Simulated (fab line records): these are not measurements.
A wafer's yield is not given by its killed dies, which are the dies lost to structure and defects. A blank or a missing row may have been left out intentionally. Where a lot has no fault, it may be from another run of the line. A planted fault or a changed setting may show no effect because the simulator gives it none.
Matching of chambers | flow n5-finfet | pecvd-02 running N5_BEOL_M0_SAQP_PECVD_00: 3 sister chambers
The step deposits SiCN from 3MS/NH3, target thk 8 nm, time 14 s. 6 wafers are shown with their chamber, then 8 later ones without.

WAFERS PAIRED WITH THEIR CHAMBERS
wafer  | chamber | rf-fwd-power-W (W) | throttle-valve-pct (%)
L083.2 | 1       | 199.2              | 9.6
L083.4 | 0       | 200.6              | 9.6
L091.1 | 1       | 199.1              | 9.3
L091.2 | 2       | 196.8              | 8.9
L091.6 | 2       | 197.4              | 8.9
L094.2 | 0       | 200.0              | 9.6

WAFERS WITH NO CHAMBER GIVEN
wafer  | rf-fwd-power-W (W) | throttle-valve-pct (%)
L094.3 | 197.4              | 9.1
L094.5 | 198.5              | 9.7
L096.4 | 197.3              | 9.1
L096.5 | 199.3              | 9.2
L096.6 | 200.9              | 9.5
L097.1 | 196.2              | 8.9
L097.4 | 198.4              | 9.3
L097.5 | 199.8              | 9.7

WHICH CHAMBER EACH ONE RAN IN
wafer  | from the rows above     | in truth
L094.3 | 2                       | 2
L094.5 | 1                       | 1
L096.4 | 2                       | 2
L096.5 | 1                       | 1
L096.6 | 0                       | 0
L097.1 | 2                       | 2
L097.4 | 1                       | 1
L097.5 | can't be placed: 0 or 1 | 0
7 of 8 placed correctly. From these rows, 1 cannot be placed; in 1 the true chamber is one of the candidates. 0 placed wrongly.
How it was worked out, from the rows above alone: a wafer's distance from a chamber is the root of the sum, over the readings, of the square of ((its reading less the chamber's mean) divided by the reading's scatter). If the next closest chamber is less than 2 further off than the closest, the wafer can't be placed; otherwise it belongs to the closest. Each chamber's mean is taken over the wafers shown for it. The scatter: take each reading less its chamber's mean, square it, sum over the shown wafers, divide by the number of wafers less the number of chambers, and take the root.
